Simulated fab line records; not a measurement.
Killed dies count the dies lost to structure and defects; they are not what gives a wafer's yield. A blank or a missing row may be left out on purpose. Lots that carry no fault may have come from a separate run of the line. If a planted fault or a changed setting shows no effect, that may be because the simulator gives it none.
Split-lot study || flow n5-finfet || route with 1938 steps; 7 lots, 21 wafers read

ON THE SPLIT
At N5_BEOL_M13_SPUTTER_43 (material TaN, target thk 15 nm, time 24.19 s), the setting time-s was moved away from the recipe's 24.19 s on 11 of the 21 wafers read, by -10.8% to +13.6%. For the rest of the wafers, this setting stayed at what the recipe calls for.

The split's own step is where the reading is taken.

THE READING
TaN_of_BEOL_M13_SPUTTER_43.thk-nm (the simulator's own value, which no gauge read), in nm, at N5_BEOL_M13_SPUTTER_43 (material TaN, target thk 15 nm, time 24.19 s). The file gives no usual value for it. Across the 10 wafers here that went through the recipe, the average is 15.1 nm and the standard deviation 0.2 nm.

{"wafer": "L085.1", "tool, chamber at the split": "pvd-sputter-02, -", "time-s as run, s": 24.19, "against the recipe": "recipe", "TaN_of_BEOL_M13_SPUTTER_43.thk-nm, nm": 15.2, "against lot-mates on the recipe": "-"}
{"wafer": "L085.2", "tool, chamber at the split": "pvd-sputter-02, -", "time-s as run, s": 27.25, "against the recipe": "+12.6%", "TaN_of_BEOL_M13_SPUTTER_43.thk-nm, nm": 17.2, "against lot-mates on the recipe": "+2.0"}
{"wafer": "L085.3", "tool, chamber at the split": "pvd-sputter-02, -", "time-s as run, s": 27.25, "against the recipe": "+12.6%", "TaN_of_BEOL_M13_SPUTTER_43.thk-nm, nm": 17.4, "against lot-mates on the recipe": "+2.2"}
{"wafer": "L084.3", "tool, chamber at the split": "pvd-sputter-01, -", "time-s as run, s": 24.19, "against the recipe": "recipe", "TaN_of_BEOL_M13_SPUTTER_43.thk-nm, nm": 15.2, "against lot-mates on the recipe": "-"}
{"wafer": "L084.4", "tool, chamber at the split": "pvd-sputter-01, -", "time-s as run, s": 24.19, "against the recipe": "recipe", "TaN_of_BEOL_M13_SPUTTER_43.thk-nm, nm": 15, "against lot-mates on the recipe": "-"}
{"wafer": "L084.5", "tool, chamber at the split": "pvd-sputter-01, -", "time-s as run, s": 24.19, "against the recipe": "recipe", "TaN_of_BEOL_M13_SPUTTER_43.thk-nm, nm": 15, "against lot-mates on the recipe": "-"}
{"wafer": "L086.3", "tool, chamber at the split": "pvd-sputter-02, -", "time-s as run, s": 24.19, "against the recipe": "recipe", "TaN_of_BEOL_M13_SPUTTER_43.thk-nm, nm": 15.4, "against lot-mates on the recipe": "-"}
{"wafer": "L086.4", "tool, chamber at the split": "pvd-sputter-02, -", "time-s as run, s": 24.19, "against the recipe": "recipe", "TaN_of_BEOL_M13_SPUTTER_43.thk-nm, nm": 15, "against lot-mates on the recipe": "-"}
{"wafer": "L086.5", "tool, chamber at the split": "pvd-sputter-02, -", "time-s as run, s": 24.19, "against the recipe": "recipe", "TaN_of_BEOL_M13_SPUTTER_43.thk-nm, nm": 15, "against lot-mates on the recipe": "-"}
{"wafer": "L089.1", "tool, chamber at the split": "pvd-sputter-03, -", "time-s as run, s": 21.57, "against the recipe": "-10.8%", "TaN_of_BEOL_M13_SPUTTER_43.thk-nm, nm": 13.2, "against lot-mates on the recipe": -2.0}
{"wafer": "L089.5", "tool, chamber at the split": "pvd-sputter-03, -", "time-s as run, s": 21.57, "against the recipe": "-10.8%", "TaN_of_BEOL_M13_SPUTTER_43.thk-nm, nm": 12.8, "against lot-mates on the recipe": -2.4}
{"wafer": "L089.6", "tool, chamber at the split": "pvd-sputter-03, -", "time-s as run, s": 24.19, "against the recipe": "recipe", "TaN_of_BEOL_M13_SPUTTER_43.thk-nm, nm": 15.2, "against lot-mates on the recipe": "-"}
{"wafer": "L090.2", "tool, chamber at the split": "pvd-sputter-01, -", "time-s as run, s": 26.3, "against the recipe": "+8.7%", "TaN_of_BEOL_M13_SPUTTER_43.thk-nm, nm": 16.2, "against lot-mates on the recipe": "+1.6"}
{"wafer": "L090.4", "tool, chamber at the split": "pvd-sputter-01, -", "time-s as run, s": 26.3, "against the recipe": "+8.7%", "TaN_of_BEOL_M13_SPUTTER_43.thk-nm, nm": 16, "against lot-mates on the recipe": "+1.4"}
{"wafer": "L090.5", "tool, chamber at the split": "pvd-sputter-01, -", "time-s as run, s": 24.19, "against the recipe": "recipe", "TaN_of_BEOL_M13_SPUTTER_43.thk-nm, nm": 14.6, "against lot-mates on the recipe": "-"}
{"wafer": "L096.1", "tool, chamber at the split": "pvd-sputter-03, -", "time-s as run, s": 27.47, "against the recipe": "+13.6%", "TaN_of_BEOL_M13_SPUTTER_43.thk-nm, nm": 17, "against lot-mates on the recipe": "+2.0"}
{"wafer": "L096.2", "tool, chamber at the split": "pvd-sputter-03, -", "time-s as run, s": 24.19, "against the recipe": "recipe", "TaN_of_BEOL_M13_SPUTTER_43.thk-nm, nm": 15, "against lot-mates on the recipe": "-"}
{"wafer": "L096.6", "tool, chamber at the split": "pvd-sputter-03, -", "time-s as run, s": 27.47, "against the recipe": "+13.6%", "TaN_of_BEOL_M13_SPUTTER_43.thk-nm, nm": 17.4, "against lot-mates on the recipe": "+2.4"}
{"wafer": "L097.2", "tool, chamber at the split": "pvd-sputter-03, -", "time-s as run, s": 27.45, "against the recipe": "+13.5%", "TaN_of_BEOL_M13_SPUTTER_43.thk-nm, nm": 17.2, "against lot-mates on the recipe": "no lot-mate on the recipe"}
{"wafer": "L097.4", "tool, chamber at the split": "pvd-sputter-03, -", "time-s as run, s": 27.45, "against the recipe": "+13.5%", "TaN_of_BEOL_M13_SPUTTER_43.thk-nm, nm": 17.4, "against lot-mates on the recipe": "no lot-mate on the recipe"}
{"wafer": "L097.5", "tool, chamber at the split": "pvd-sputter-03, -", "time-s as run, s": 27.45, "against the recipe": "+13.5%", "TaN_of_BEOL_M13_SPUTTER_43.thk-nm, nm": 17, "against lot-mates on the recipe": "no lot-mate on the recipe"}

FIT RESULTS
A straight line over all 21 wafers: TaN_of_BEOL_M13_SPUTTER_43.thk-nm changes by +0.167 nm for each +1% of time-s; r = +0.98; the points scatter about the line by 0.24 nm.
The same after taking each lot's own level away (the mean of its wafers on the recipe; 18 wafers): +0.177 nm for each +1%; r = +0.99; scatter 0.18 nm.
That fit puts the effect of the largest move of time-s on the reading at 2.4 nm.
Across the lots, their own levels run from 14.60 to 15.20 nm, a range of 3.0 times the standard deviation given above.
The two slopes are in agreement: the lot-to-lot level therefore moves the slope only a little.
Check: +2.4 nm against its lot-mates is what the line predicts for one of the wafers moved furthest among these (+13.6%) when that wafer is left out of the fit. Against them it came out at +2 nm.

OTHER SPLITS APPLIED TO THESE WAFERS
Other splits were also applied to these wafers ahead of the reading. Each is held against what the fit with the lots' levels taken away leaves over:
{"other split on the same wafers": "N5_BEOL_M7_EXPOSE_08 dose-mj", "wafers away from the commonest value": 4, "r with TaN_of_BEOL_M13_SPUTTER_43.thk-nm (lot level and that fit taken away)": "+0.15"}
{"other split on the same wafers": "N5_BEOL_M7_VIA_ETCH_34 time-s", "wafers away from the commonest value": 5, "r with TaN_of_BEOL_M13_SPUTTER_43.thk-nm (lot level and that fit taken away)": "+0.03"}
{"other split on the same wafers": "N5_BEOL_M7_TRENCH_ETCH_37 source-w", "wafers away from the commonest value": 5, "r with TaN_of_BEOL_M13_SPUTTER_43.thk-nm (lot level and that fit taken away)": -0.14}
{"other split on the same wafers": "N5_BEOL_M11_EXPOSE_25 dose-mj", "wafers away from the commonest value": 5, "r with TaN_of_BEOL_M13_SPUTTER_43.thk-nm (lot level and that fit taken away)": "+0.04"}
{"other split on the same wafers": "N5_BEOL_M12_SPUTTER_43 time-s", "wafers away from the commonest value": 8, "r with TaN_of_BEOL_M13_SPUTTER_43.thk-nm (lot level and that fit taken away)": -0.14}

FILE'S OWN FIT
TaN_of_BEOL_M13_SPUTTER_43.thk-nm changes by +0.174 nm for each +1% of time-s, r = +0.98.
